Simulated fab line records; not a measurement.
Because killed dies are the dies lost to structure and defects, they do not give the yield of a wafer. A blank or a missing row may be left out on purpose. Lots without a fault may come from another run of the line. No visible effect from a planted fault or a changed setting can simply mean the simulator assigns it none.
Matching of chambers || flow nand harc || 4 sister chambers for NHARC_A_STAIRCASE_ETCHBACK_157 on rie diel-05
The step etches the open film in CH3F/O2, target depth 90 nm, time 167.14 s. 16 wafers are shown with their chamber, then 8 later ones without.

WAFERS PAIRED WITH THEIR CHAMBERS
{"wafer": "L082.3", "chamber": 0, "showerhead plenum p Torr (Torr)": 2.31, "drypump motor current A (A)": 5.57, "rf vpp V (V)": 241.9}
{"wafer": "L082.5", "chamber": 3, "showerhead plenum p Torr (Torr)": 2.47, "drypump motor current A (A)": 6.06, "rf vpp V (V)": 244.5}
{"wafer": "L082.6", "chamber": 2, "showerhead plenum p Torr (Torr)": 2.50, "drypump motor current A (A)": 6.08, "rf vpp V (V)": 244.8}
{"wafer": "L081.1", "chamber": 0, "showerhead plenum p Torr (Torr)": 2.31, "drypump motor current A (A)": 5.57, "rf vpp V (V)": 242.9}
{"wafer": "L081.4", "chamber": 1, "showerhead plenum p Torr (Torr)": 2.30, "drypump motor current A (A)": 5.80, "rf vpp V (V)": 241.8}
{"wafer": "L081.5", "chamber": 2, "showerhead plenum p Torr (Torr)": 2.50, "drypump motor current A (A)": 6.05, "rf vpp V (V)": 245.2}
{"wafer": "L083.1", "chamber": 2, "showerhead plenum p Torr (Torr)": 2.49, "drypump motor current A (A)": 6.08, "rf vpp V (V)": 245.1}
{"wafer": "L083.3", "chamber": 3, "showerhead plenum p Torr (Torr)": 2.47, "drypump motor current A (A)": 6.03, "rf vpp V (V)": 244.5}
{"wafer": "L083.6", "chamber": 3, "showerhead plenum p Torr (Torr)": 2.47, "drypump motor current A (A)": 6.03, "rf vpp V (V)": 245.2}
{"wafer": "L087.1", "chamber": 3, "showerhead plenum p Torr (Torr)": 2.47, "drypump motor current A (A)": 6.06, "rf vpp V (V)": 244.2}
{"wafer": "L087.5", "chamber": 3, "showerhead plenum p Torr (Torr)": 2.47, "drypump motor current A (A)": 6.05, "rf vpp V (V)": 246.3}
{"wafer": "L087.6", "chamber": 2, "showerhead plenum p Torr (Torr)": 2.50, "drypump motor current A (A)": 6.07, "rf vpp V (V)": 244.4}
{"wafer": "L086.1", "chamber": 0, "showerhead plenum p Torr (Torr)": 2.31, "drypump motor current A (A)": 5.58, "rf vpp V (V)": 242.5}
{"wafer": "L086.2", "chamber": 3, "showerhead plenum p Torr (Torr)": 2.47, "drypump motor current A (A)": 6.03, "rf vpp V (V)": 244.5}
{"wafer": "L086.6", "chamber": 2, "showerhead plenum p Torr (Torr)": 2.49, "drypump motor current A (A)": 6.05, "rf vpp V (V)": 244.8}
{"wafer": "L088.2", "chamber": 2, "showerhead plenum p Torr (Torr)": 2.49, "drypump motor current A (A)": 6.05, "rf vpp V (V)": 243.7}

SIGNATURES (averages over the wafers above)
{"reading": "showerhead plenum p Torr", "chamber 0": 2.3100, "chamber 1": 2.3000, "chamber 2": 2.4950, "chamber 3": 2.4700, "scatter within a chamber": 0.00354}
{"reading": "drypump motor current A", "chamber 0": 5.5733, "chamber 1": 5.8000, "chamber 2": 6.0633, "chamber 3": 6.0433, "scatter within a chamber": 0.0139}
{"reading": "rf vpp V", "chamber 0": 242.433, "chamber 1": 241.800, "chamber 2": 244.667, "chamber 3": 244.867, "scatter within a chamber": 0.648}
Rule: for a wafer and a chamber, the distance is found by dividing, reading by reading, the gap between the wafer's reading and the chamber's mean by the reading's scatter, squaring, summing and taking the root. The wafer belongs to the nearest chamber; if the next one is less than 2 further off, it can't be placed. How the scatter is found: for the shown wafers, subtract from each reading the mean of its chamber, square and add these, divide the total by (wafers less chambers), then take the root.

WAFERS WITHOUT THEIR CHAMBER
{"wafer": "L088.3", "showerhead plenum p Torr (Torr)": 2.47, "drypump motor current A (A)": 6.03, "rf vpp V (V)": 245.3}
{"wafer": "L088.6", "showerhead plenum p Torr (Torr)": 2.49, "drypump motor current A (A)": 6.09, "rf vpp V (V)": 243.1}
{"wafer": "L094.2", "showerhead plenum p Torr (Torr)": 2.49, "drypump motor current A (A)": 6.09, "rf vpp V (V)": 243.3}
{"wafer": "L094.5", "showerhead plenum p Torr (Torr)": 2.29, "drypump motor current A (A)": 5.78, "rf vpp V (V)": 241.3}
{"wafer": "L094.6", "showerhead plenum p Torr (Torr)": 2.48, "drypump motor current A (A)": 6.06, "rf vpp V (V)": 244.8}
{"wafer": "L097.2", "showerhead plenum p Torr (Torr)": 2.30, "drypump motor current A (A)": 5.57, "rf vpp V (V)": 242.1}
{"wafer": "L097.3", "showerhead plenum p Torr (Torr)": 2.28, "drypump motor current A (A)": 5.78, "rf vpp V (V)": 240.7}
{"wafer": "L097.4", "showerhead plenum p Torr (Torr)": 2.45, "drypump motor current A (A)": 6.04, "rf vpp V (V)": 243.0}

CHAMBER TAKEN BY EACH
{"wafer": "L088.3", "from the rows above": 3, "in truth": 3}
{"wafer": "L088.6", "from the rows above": 2, "in truth": 2}
{"wafer": "L094.2", "from the rows above": 2, "in truth": 2}
{"wafer": "L094.5", "from the rows above": 1, "in truth": 1}
{"wafer": "L094.6", "from the rows above": "can't be placed: 3 or 2", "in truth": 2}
{"wafer": "L097.2", "from the rows above": 0, "in truth": 0}
{"wafer": "L097.3", "from the rows above": 1, "in truth": 1}
{"wafer": "L097.4", "from the rows above": 3, "in truth": 3}
7 of 8 placed correctly. Unplaceable from these rows: 1, with the true chamber sitting among the candidates in 1. 0 placed wrongly.
